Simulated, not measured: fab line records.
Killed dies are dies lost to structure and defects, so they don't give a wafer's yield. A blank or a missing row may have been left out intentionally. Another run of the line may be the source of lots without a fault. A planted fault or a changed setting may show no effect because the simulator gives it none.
fab line records -- flow n5_finfet
record: lots: 14, wafers: 35, last_day: 17
route steps=1938 shown ZERO_LAYER@19 WELL_APT@33 PMOS_HMC_CHANNEL_EPI@68
lots that met no fault: taken from a fault-free run of the same line
start_h: the number of hours between the record's first day and the start of the first shown wafer of the lot -- wait_h: how many hours have passed since the lot's step before this one -- " unchanged from the row above -- L1.1+2: a single row standing in for several wafers -- - no value present, or no start provided -- * or withheld: withheld -- < > ~ a bound
route shown NAME@n: names a module that has steps shown in the file, with the first one's number in the route -- usual: mean/standard deviation of fault-free wafers -- same: alike in all rows -- chamber/n: place in a boat -- sites: per-site readings -- _std_site: the standard deviation of these -- _edge_site: outer sites' mean less inner sites' -- radius_mm: how far each site lies from the wafer's centre -- mask NAME#n: copy n -- behind: the most recent tool/chamber to have shaped the wafer -- hold: why the lot was held/for how many hours/how that ended -- device: transistor that didn't switch, given as n, p or np -- end of line: tests run on the same wafers once the route is complete -- step lacking rows: just its recipe -- killed: count of dies lost to structure and defects at first sort (not the wafer's yield) -- map: a wafer's dies, x killed, . not, _ none there
set.NAME: the setting the step ran with; set.NAME@STEP: the setting that earlier step ran with -- model.NAME: the simulator's own value behind a step, which no gauge read
a sample of lots followed through the steps of the route, with each step as a table and each wafer as a row
services: the hour from which a tool's chamber was out of use, counted from the record's first day as start_h (under 0 if before that day), plus the number of hours and why
== steps ==
step: N5_ZERO_LAYER_INSPECT_20
recipe: inspect_instrument: darkfield, mode: post_clean
usual: raw_defect_count: 33/15
lot.wafer,tool,chamber,start_h,wait_h,raw_defect_count
L514.4,defect_inspect-02,-,19.30,0.0,35
L514.5,defect_inspect-02,-,19.30,0.0,16
L514.6,defect_inspect-02,-,19.30,0.0,34
L516.3,defect_inspect-02,-,31.25,0.0,26
L516.6,defect_inspect-02,-,31.25,0.0,36
L517.2,defect_inspect-01,-,37.43,0.0,32
L517.3,defect_inspect-01,-,37.43,0.0,28
L518.1,defect_inspect-02,-,43.40,0.0,36
L518.2,defect_inspect-02,-,43.40,0.0,30
L519.3,defect_inspect-02,-,49.26,0.0,21
L519.5,defect_inspect-02,-,49.26,0.0,43
L520.1,defect_inspect-02,-,55.40,0.0,32
L520.6,defect_inspect-02,-,55.40,0.0,28
L528.1,defect_inspect-02,-,103.42,0.0,30
L528.2,defect_inspect-02,-,103.42,0.0,27
L528.3,defect_inspect-02,-,103.42,0.0,25
L529.1,defect_inspect-02,-,109.26,0.0,27
L529.3,defect_inspect-02,-,109.26,0.0,38
L529.5,defect_inspect-02,-,109.26,0.0,21
L530.2,defect_inspect-01,-,115.25,0.0,30
L530.6,defect_inspect-01,-,115.25,0.0,30
L531.1,defect_inspect-01,-,121.25,0.0,35
L531.2,defect_inspect-01,-,121.25,0.0,14
L532.2,defect_inspect-02,-,127.25,0.0,102
L532.3,defect_inspect-02,-,127.25,0.0,63
L532.4,defect_inspect-02,-,127.25,0.0,34
L534.2,defect_inspect-01,-,139.81,0.0,11
L534.5,defect_inspect-01,-,139.81,0.0,28
L534.6,defect_inspect-01,-,139.81,0.0,28
L535.4,defect_inspect-01,-,145.29,0.0,37
L535.5,defect_inspect-01,-,145.29,0.0,26
L535.6,defect_inspect-01,-,145.29,0.0,43
L536.2,defect_inspect-01,-,151.44,0.0,18
L536.4,defect_inspect-01,-,151.44,0.0,10
L536.6,defect_inspect-01,-,151.44,0.0,14
step: N5_WELL_APT_IMPLANT_15
recipe: species: As, energy_kev: 25, dose_cm2: 1.5e+13, tilt_deg: 0, rotation_deg: 0
usual: beam_energy_keV: 25.002/0.007, beam_on_s: 9.98/0.18
lot.wafer,tool,chamber,start_h,wait_h,beam_energy_keV,beam_on_s
L514.4,implanter-01,0,20.18,0.1,24.998,10.03
L514.5,implanter-01,0,20.18,0.1,24.990,10.05
L514.6,implanter-01,0,20.18,0.1,25.001,9.82
L516.3,implanter-02,0,31.98,0.1,25.011,9.97
L516.6,implanter-02,0,31.98,0.1,25.016,9.94
L517.2,implanter-02,0,38.14,0.1,25.016,10.11
L517.3,implanter-02,0,38.14,0.1,24.999,9.95
L518.1,implanter-01,0,44.52,0.1,24.994,9.97
L518.2,implanter-01,0,44.52,0.1,25.006,9.85
L519.3,implanter-02,0,50.11,0.1,25.014,10.25
L519.5,implanter-02,0,50.11,0.1,24.998,10.27
L520.1,implanter-02,0,56.72,0.1,25.005,10.02
L520.6,implanter-02,0,56.72,0.1,24.985,10.05
L528.1,implanter-01,-,104.21,0.1,-,-
L528.2,implanter-01,-,104.21,0.1,-,-
L528.3,implanter-01,-,104.21,0.1,-,-
L529.1,implanter-02,-,110.05,0.1,-,-
L529.3,implanter-02,-,110.05,0.1,-,-
L529.5,implanter-02,-,110.05,0.1,-,-
L530.2,implanter-01,0,116.08,0.1,24.994,10.19
L530.6,implanter-01,0,116.08,0.1,24.993,9.88
L531.1,implanter-02,0,121.92,0.1,25.006,9.91
L531.2,implanter-02,0,121.92,0.1,25.009,9.71
L532.2,implanter-01,0,128.17,0.1,24.996,9.87
L532.3,implanter-01,0,128.17,0.1,24.991,9.79
L532.4,implanter-01,0,128.17,0.1,25.003,10.03
L534.2,implanter-02,0,140.63,0.1,25.000,10.01
L534.5,implanter-02,0,140.63,0.1,25.011,9.84
L534.6,implanter-02,0,140.63,0.1,25.016,9.89
L535.4,implanter-02,0,146.30,0.1,25.003,9.75
L535.5,implanter-02,0,146.30,0.1,25.010,10.00
L535.6,implanter-02,0,146.30,0.1,25.000,9.89
L536.2,implanter-01,0,152.37,0.1,24.990,9.72
L536.4,implanter-01,0,152.37,0.1,25.015,10.33
L536.6,implanter-01,0,152.37,0.1,25.009,10.01
step: N5_WELL_APT_INSPECT_27
recipe: mode: adi, inspect_instrument: macro
usual: raw_defect_count: 1.8/1.5
lot.wafer,tool,chamber,start_h,wait_h,raw_defect_count
L514.4,defect_inspect-02,-,20.90,0.0,3
L514.5,defect_inspect-02,-,20.90,0.0,0
L514.6,defect_inspect-02,-,20.90,0.0,1
L516.3,defect_inspect-02,-,32.86,0.0,2
L516.6,defect_inspect-02,-,32.86,0.0,2
L517.2,defect_inspect-01,-,39.04,0.0,1
L517.3,defect_inspect-01,-,39.04,0.0,2
L518.1,defect_inspect-01,-,45.47,0.0,2
L518.2,defect_inspect-01,-,45.47,0.0,3
L519.3,defect_inspect-01,-,50.87,0.0,3
L519.5,defect_inspect-01,-,50.87,0.0,3
L520.1,defect_inspect-02,-,57.65,0.0,1
L520.6,defect_inspect-02,-,57.65,0.0,0
L528.1,defect_inspect-01,-,105.04,0.0,0
L528.2,defect_inspect-01,-,105.04,0.0,0
L528.3,defect_inspect-01,-,105.04,0.0,2
L529.1,defect_inspect-01,-,110.86,0.0,0
L529.3,defect_inspect-01,-,110.86,0.0,4
L529.5,defect_inspect-01,-,110.86,0.0,2
L530.2,defect_inspect-01,-,116.85,0.0,1
L530.6,defect_inspect-01,-,116.85,0.0,1
L531.1,defect_inspect-02,-,122.86,0.0,2
L531.2,defect_inspect-02,-,122.86,0.0,2
L532.2,defect_inspect-02,-,128.96,0.0,3
L532.3,defect_inspect-02,-,128.96,0.0,2
L532.4,defect_inspect-02,-,128.96,0.0,0
L534.2,defect_inspect-02,-,141.54,0.0,3
L534.5,defect_inspect-02,-,141.54,0.0,1
L534.6,defect_inspect-02,-,141.54,0.0,2
L535.4,defect_inspect-01,-,147.16,0.0,2
L535.5,defect_inspect-01,-,147.16,0.0,2
L535.6,defect_inspect-01,-,147.16,0.0,3
L536.2,defect_inspect-01,-,153.29,0.0,2
L536.4,defect_inspect-01,-,153.29,0.0,3
L536.6,defect_inspect-01,-,153.29,0.0,0
step: N5_PMOS_HMC_CHANNEL_EPI_DESCUM_14
recipe: chemistry: O2, time_s: 7.9, source_power_w: 50, bias_power_w: 20, pressure_mtorr: 20, rf_frequency_hz: 2.712e+07, temp_c: 40, resist: CAR-ArF-block, o2_flow_sccm: 225
usual: bias_power_w: 19.98/0.055, drypump_motor_current_A: 5.5/0.54, oes_product_au: 0.79/0.087, rf_fwd_power_W: 49.34/0.25, rf_vpp_V: 243.1/1.6, showerhead_plenum_p_Torr: 2.08/0.08, temp_c: 40.01/0.12, throttle_valve_pct: 20.52/0.22
lot.wafer,tool,chamber,start_h,wait_h,bias_power_w,drypump_motor_current_A,oes_product_au,rf_fwd_power_W,rf_hours_counter_h,rf_vpp_V,showerhead_plenum_p_Torr,temp_c,throttle_valve_pct
L514.4,rie_diel-06,2,23.31,0.0,19.96,4.7,0.73,49.40,183,243.2,2.08,39.88,20.68
L514.5,rie_diel-06,2,23.31,0.0,19.92,4.7,0.72,49.33,-,243.3,2.08,40.05,20.69
L514.6,rie_diel-06,3,23.31,0.0,20.03,4.7,0.92,49.01,-,244.4,2.13,40.03,20.37
L516.3,rie_diel-06,1,35.17,0.0,20.05,5.4,0.85,49.34,53,244.4,2.20,40.00,20.11
L516.6,rie_diel-06,3,35.17,0.0,19.92,4.7,0.91,48.97,-,243.3,2.12,39.90,20.37
L517.2,rie_diel-06,3,41.48,0.1,20.03,4.7,0.90,49.09,48,242.8,2.12,40.09,20.37
L517.3,rie_diel-06,0,41.48,0.1,20.01,6.2,0.75,49.52,180,241.4,1.98,39.86,20.71
L518.1,rie_diel-06,3,47.93,0.0,20.03,4.8,0.90,48.76,49,244.6,2.12,40.01,20.38
L518.2,rie_diel-06,1,47.93,0.0,19.91,5.4,0.84,49.34,57,245.4,2.20,40.13,20.12
L519.3,rie_diel-06,2,53.61,0.0,19.94,4.7,0.72,49.61,192,244.5,2.08,39.96,20.71
L519.5,rie_diel-06,1,53.61,0.0,19.92,5.4,0.84,49.21,-,244.9,2.20,39.82,20.15
L520.1,rie_diel-02,3,60.34,0.2,20.00,6.0,0.69,49.53,220,244.2,2.15,40.05,20.44
L520.6,rie_diel-02,0,60.34,0.2,19.98,5.7,0.77,49.01,-,242.1,1.95,39.81,20.68
L528.1,rie_diel-02,0,107.55,0.0,20.03,5.7,0.76,48.81,118,241.1,1.95,39.99,20.70
L528.2,rie_diel-02,1,107.55,0.0,20.04,5.5,0.73,49.70,207,242.7,2.08,40.12,20.93
L528.3,rie_diel-02,3,107.55,0.0,19.92,6.0,0.68,49.44,235,242.4,2.14,39.86,20.44
L529.1,rie_diel-06,3,113.11,0.0,19.98,4.8,0.87,49.07,71,243.2,2.12,39.89,20.41
L529.3,rie_diel-06,1,113.11,0.0,19.94,5.4,0.80,49.40,76,245.6,2.19,39.72,20.16
L529.5,rie_diel-06,0,113.11,0.0,19.91,6.2,0.72,49.56,-,241.4,1.97,39.95,20.76
L530.2,rie_diel-06,1,119.17,0.0,19.90,5.4,0.82,49.38,78,244.3,2.19,39.87,20.15
L530.6,rie_diel-06,3,119.17,0.0,19.96,4.7,0.87,48.88,-,244.6,2.11,39.76,20.41
L531.1,rie_diel-03,0,125.44,0.0,19.98,6.0,0.69,49.56,195,245.5,2.18,40.12,20.40
L531.2,rie_diel-03,2,125.44,0.0,20.03,5.3,0.91,49.22,26,242.3,2.06,39.79,20.54
L532.2,rie_diel-02,0,131.48,0.0,20.01,5.7,0.76,49.30,126,241.9,1.94,40.04,20.73
L532.3,rie_diel-02,1,131.48,0.0,19.95,5.5,0.72,49.51,216,242.3,2.08,39.98,20.92
L532.4,rie_diel-02,2,131.48,0.0,19.95,5.7,0.87,49.35,59,242.0,2.03,40.24,20.38
L534.2,rie_diel-02,1,143.82,0.0,19.93,5.5,0.72,49.49,219,242.2,2.08,39.95,20.94
L534.5,rie_diel-02,2,143.82,0.0,20.09,5.7,0.86,49.54,-,240.9,2.03,40.21,20.41
L534.6,rie_diel-02,1,143.82,0.0,19.92,5.5,0.71,49.72,-,241.9,2.08,40.25,20.93
L535.4,rie_diel-06,0,149.56,0.0,19.93,6.2,0.72,49.25,214,241.5,1.97,39.91,20.78
L535.5,rie_diel-06,2,149.56,0.0,20.06,4.7,0.71,49.60,-,244.1,2.07,39.88,20.74
L535.6,rie_diel-06,3,149.56,0.0,20.03,4.7,0.86,48.83,-,245.9,2.11,40.18,20.43
L536.2,rie_diel-03,1,159.38,0.2,20.00,5.0,0.91,49.39,20,244.0,2.22,39.82,20.12
L536.4,rie_diel-03,1,159.38,0.2,19.91,5.0,0.90,49.54,-,246.2,2.22,40.15,20.13
L536.6,rie_diel-03,0,159.38,0.2,20.00,5.9,0.67,49.47,-,244.6,2.18,40.04,20.42
== services ==
tool,chamber,start_h,hours,kind
rie_diel-03,3,-1.24,3.9,repair
rie_diel-03,0,3.53,14.8,repair
rie_diel-03,2,20.22,-,clean
rie_diel-03,2,20.22,-,consumable_replace:focus_ring
rie_diel-03,2,20.22,17.6,scheduled_down
rie_diel-03,2,20.22,17.6,vent_cycle
implanter-02,-,40.91,4.1,pm
rie_diel-03,-,48.55,2.8,pm
rie_diel-03,-,51.49,0.5,repair
implanter-02,-,52.79,1.5,repair
rie_diel-03,1,68.41,-,clean
rie_diel-03,1,68.41,-,consumable_replace:focus_ring
rie_diel-03,1,68.41,-,consumable_replace:showerhead
rie_diel-03,1,68.41,23.2,scheduled_down
rie_diel-03,1,68.41,23.2,vent_cycle
rie_diel-06,1,70.09,4.3,repair
rie_diel-06,-,98.98,0.4,repair
implanter-02,-,101.25,5.9,repair
rie_diel-03,0,115.96,8.9,repair
rie_diel-02,3,159.07,-,clean
rie_diel-02,3,159.07,-,consumable_replace:focus_ring
rie_diel-02,3,159.07,16.3,scheduled_down
rie_diel-02,3,159.07,16.3,vent_cycle
== key ==
first_sign: step: N5_WELL_APT_IMPLANT_15, reading: tool_record, direction: missing
effect none on later readings
met_at N5_WELL_APT_IMPLANT_15
struck_lots L528,L529
tester_left_out L528,L529
baseline_loss: step: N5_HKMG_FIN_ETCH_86, wafers: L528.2
baseline_loss: step: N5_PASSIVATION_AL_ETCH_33, wafers: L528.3
not_acting_at N5_ZERO_LAYER_INSPECT_20,N5_WELL_APT_INSPECT_27,N5_PMOS_HMC_CHANNEL_EPI_DESCUM_14
onset_between 56.72 104.21
fault: kind: skipped_step_whole, tool: implanter-01,implanter-02, chamber: -, onset_h: 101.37, steps: N5_WELL_APT_IMPLANT_15, scope: struck_lots_only
tester_left_out: of these lots the tester's yield and bins aren't shown, on N5 and GAA mostly nor the transistor test; their killed dies are dies lost to structure and defects alone, not to doping, threshold or leakage, so they don't give the yield
baseline_loss: these wafers lose ten dies or more at that step, a loss of the line's own and not of a fault; the sort's usual values leave them out
